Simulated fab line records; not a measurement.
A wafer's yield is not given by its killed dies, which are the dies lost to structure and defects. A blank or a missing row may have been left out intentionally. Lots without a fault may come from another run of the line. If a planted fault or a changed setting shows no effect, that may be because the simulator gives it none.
Split-lot trial || flow n5_finfet || 21 wafers read across 7 lots, on a route 1938 steps long

== ABOUT THE SPLIT ==
At N5_BEOL_M12_TRENCH_ETCH_34 (etches SiOC in C4F8/O2/Ar, target depth 318.95 nm, time 125.5 s), the setting time_s was moved away from the recipe's 125.5 s on 5 of the 21 wafers read, by -13.8% to +16.3%. For the rest of the wafers, this setting stayed at what the recipe calls for.

== FROM THE SPLIT TO THE READING: what the file shows between them, 10 steps ==
- N5_BEOL_M12_STRIP_70: strips in C4F8/O2/Ar
- N5_BEOL_M12_OCD_MEAS_35
- N5_BEOL_M12_SPUTTER_44: material Ta, target thk 10 nm, time 16.13 s (also split here: time_s)
- N5_BEOL_M12_SPUTTER_45: material Cu, target thk 80 nm, time 13.33 s
- N5_BEOL_M12_ECD_47: material Cu, target thk 720 nm
- N5_BEOL_M12_ANNEAL_48: time 90 s
- N5_BEOL_M12_CMP_49: polishes, stops on SiOC, t overpolish 20.6 s, target thk 320 nm
- N5_BEOL_M12_THK_MEAS_50: measures by xrf
- N5_BEOL_M12_PRE_CLEAN_52: time 15 s
- N5_BEOL_M12_DEP_53: deposits SiCN from 3MS/NH3, target thk 30 nm, time 10.5 s

== THE READING ==
M12_RS, in ohm/sq, at N5_BEOL_M12_RS_MEAS_54 (measures by four-point-probe). On this fab line, fault-free wafers typically give 0.0595 ohm/sq with a standard deviation of 0.00078 ohm/sq.

{"wafer": "L080.1", "tool, chamber at the split": "rie_diel-03, 2", "time_s as run, s": 125.5, "against the recipe": "recipe", "M12_RS, ohm/sq": 0.0596, "against lot-mates on the recipe": "-"}
{"wafer": "L080.2", "tool, chamber at the split": "rie_diel-03, 1", "time_s as run, s": 125.5, "against the recipe": "recipe", "M12_RS, ohm/sq": 0.0605, "against lot-mates on the recipe": "-"}
{"wafer": "L080.4", "tool, chamber at the split": "rie_diel-03, 0", "time_s as run, s": 125.5, "against the recipe": "recipe", "M12_RS, ohm/sq": 0.0591, "against lot-mates on the recipe": "-"}
{"wafer": "L079.2", "tool, chamber at the split": "rie_diel-03, 0", "time_s as run, s": 125.5, "against the recipe": "recipe", "M12_RS, ohm/sq": 0.0590, "against lot-mates on the recipe": "-"}
{"wafer": "L079.3", "tool, chamber at the split": "rie_diel-03, 2", "time_s as run, s": 125.5, "against the recipe": "recipe", "M12_RS, ohm/sq": 0.0593, "against lot-mates on the recipe": "-"}
{"wafer": "L079.4", "tool, chamber at the split": "rie_diel-03, 1", "time_s as run, s": 125.5, "against the recipe": "recipe", "M12_RS, ohm/sq": 0.0596, "against lot-mates on the recipe": "-"}
{"wafer": "L085.2", "tool, chamber at the split": "rie_diel-03, 3", "time_s as run, s": 125.5, "against the recipe": "recipe", "M12_RS, ohm/sq": 0.0588, "against lot-mates on the recipe": "-"}
{"wafer": "L085.4", "tool, chamber at the split": "rie_diel-03, 2", "time_s as run, s": 146, "against the recipe": "+16.3%", "M12_RS, ohm/sq": 0.0501, "against lot-mates on the recipe": -0.0087}
{"wafer": "L085.6", "tool, chamber at the split": "rie_diel-03, 0", "time_s as run, s": 146, "against the recipe": "+16.3%", "M12_RS, ohm/sq": 0.0502, "against lot-mates on the recipe": -0.0086}
{"wafer": "L094.2", "tool, chamber at the split": "rie_diel-03, 1", "time_s as run, s": 125.5, "against the recipe": "recipe", "M12_RS, ohm/sq": 0.0602, "against lot-mates on the recipe": "-"}
{"wafer": "L094.5", "tool, chamber at the split": "rie_diel-03, 1", "time_s as run, s": 125.5, "against the recipe": "recipe", "M12_RS, ohm/sq": 0.0603, "against lot-mates on the recipe": "-"}
{"wafer": "L094.6", "tool, chamber at the split": "rie_diel-03, 2", "time_s as run, s": 125.5, "against the recipe": "recipe", "M12_RS, ohm/sq": 0.0593, "against lot-mates on the recipe": "-"}
{"wafer": "L093.2", "tool, chamber at the split": "rie_diel-02, 0", "time_s as run, s": 125.5, "against the recipe": "recipe", "M12_RS, ohm/sq": 0.0612, "against lot-mates on the recipe": "-"}
{"wafer": "L093.3", "tool, chamber at the split": "rie_diel-02, 3", "time_s as run, s": 125.5, "against the recipe": "recipe", "M12_RS, ohm/sq": 0.0600, "against lot-mates on the recipe": "-"}
{"wafer": "L093.4", "tool, chamber at the split": "rie_diel-02, 0", "time_s as run, s": 125.5, "against the recipe": "recipe", "M12_RS, ohm/sq": 0.0608, "against lot-mates on the recipe": "-"}
{"wafer": "L095.2", "tool, chamber at the split": "rie_diel-02, 0", "time_s as run, s": 125.5, "against the recipe": "recipe", "M12_RS, ohm/sq": 0.0606, "against lot-mates on the recipe": "-"}
{"wafer": "L095.4", "tool, chamber at the split": "rie_diel-02, 2", "time_s as run, s": 113.1, "against the recipe": "-9.9%", "M12_RS, ohm/sq": 0.0659, "against lot-mates on the recipe": "+0.0053"}
{"wafer": "L095.5", "tool, chamber at the split": "rie_diel-02, 0", "time_s as run, s": 113.1, "against the recipe": "-9.9%", "M12_RS, ohm/sq": 0.0671, "against lot-mates on the recipe": "+0.0065"}
{"wafer": "L097.1", "tool, chamber at the split": "rie_diel-02, 3", "time_s as run, s": 108.2, "against the recipe": "-13.8%", "M12_RS, ohm/sq": 0.0701, "against lot-mates on the recipe": "+0.0108"}
{"wafer": "L097.3", "tool, chamber at the split": "rie_diel-02, 2", "time_s as run, s": 125.5, "against the recipe": "recipe", "M12_RS, ohm/sq": 0.0588, "against lot-mates on the recipe": "-"}
{"wafer": "L097.6", "tool, chamber at the split": "rie_diel-02, 2", "time_s as run, s": 125.5, "against the recipe": "recipe", "M12_RS, ohm/sq": 0.0598, "against lot-mates on the recipe": "-"}

FIT RESULTS
A straight line over all 21 wafers: M12_RS changes by -0.000641 ohm/sq for each +1% of time_s; r = -0.98; the points scatter about the line by 0.00079 ohm/sq.
The same after taking each lot's own level away (the mean of its wafers on the recipe; 21 wafers): -0.000596 ohm/sq for each +1%; r = -0.98; scatter 0.00079 ohm/sq.
On that fit, the largest move of time_s shifts the reading by 0.0097 ohm/sq.
Measured against the standard deviation above, the lots' own levels, which go from 0.05880 to 0.06067 ohm/sq, span 2.4 times it.
Consequently the slope shifts little with the lot-to-lot level, the two slopes agreeing.
Check: -0.00993 ohm/sq against its lot-mates is what the line predicts for one of the wafers moved furthest among these (+16.3%) when that wafer is left out of the fit. It came out at -0.0087 ohm/sq against them.

== THE OTHER SPLITS THESE WAFERS WENT THROUGH ==
Note: prior to the reading, these wafers also went through further splits. Each is held against what the fit with the lots' levels taken away leaves over:
{"other split on the same wafers": "N5_BEOL_M10_COAT_60 spin_rpm", "wafers away from the commonest value": 5, "r with M12_RS (lot level and that fit taken away)": -0.13}
{"other split on the same wafers": "N5_BEOL_M11_COAT_63 spin_rpm", "wafers away from the commonest value": 7, "r with M12_RS (lot level and that fit taken away)": "+0.44"}
{"other split on the same wafers": "N5_BEOL_M11_PEB_26 peb_time_s", "wafers away from the commonest value": 5, "r with M12_RS (lot level and that fit taken away)": -0.08}
{"other split on the same wafers": "N5_BEOL_M11_ETCH_66 time_s", "wafers away from the commonest value": 10, "r with M12_RS (lot level and that fit taken away)": "+0.13"}
{"other split on the same wafers": "N5_BEOL_M11_ETCH_41 time_s", "wafers away from the commonest value": 6, "r with M12_RS (lot level and that fit taken away)": -0.14}
{"other split on the same wafers": "N5_BEOL_M12_SPUTTER_44 time_s", "wafers away from the commonest value": 4, "r with M12_RS (lot level and that fit taken away)": -0.31}

== THE WHOLE CHAIN: every reading that the file lists as answering this split, in the file's order ==
{"step": "N5_BEOL_M12_TRENCH_ETCH_34", "what it does": "etches SiOC in C4F8/O2/Ar, target depth 318.95 nm, time 125.5 s", "reading": "etch.depth_nm (the simulator's own value, which no gauge read)", "change (the file's fit)": "+3.36 nm for each +1% of the setting", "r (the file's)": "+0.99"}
{"step": "N5_BEOL_M12_OCD_MEAS_35", "what it does": "", "reading": "trench_depth_nm", "change (the file's fit)": "+3.38 nm for each +1% of the setting", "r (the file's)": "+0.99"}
{"step": "N5_BEOL_M12_CMP_49", "what it does": "polishes, stops on SiOC, t overpolish 20.6 s, target thk 320 nm", "reading": "Cu_of_BEOL_M12_ECD_47.thk_nm (the simulator's own value, which no gauge read)", "change (the file's fit)": "+3.26 nm for each +1% of the setting", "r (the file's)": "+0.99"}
{"step": "N5_BEOL_M12_THK_MEAS_50", "what it does": "measures by xrf", "reading": "M12_THK", "change (the file's fit)": "+3.13 for each +1% of the setting", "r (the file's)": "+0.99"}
{"step": "N5_BEOL_M12_RS_MEAS_54", "what it does": "measures by four-point-probe", "reading": "M12_RS", "change (the file's fit)": "-0.000627 for each +1% of the setting", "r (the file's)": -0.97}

== THE FILE'S OWN FIT ==
M12_RS changes by -0.000627 ohm/sq for each +1% of time_s, r = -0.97.
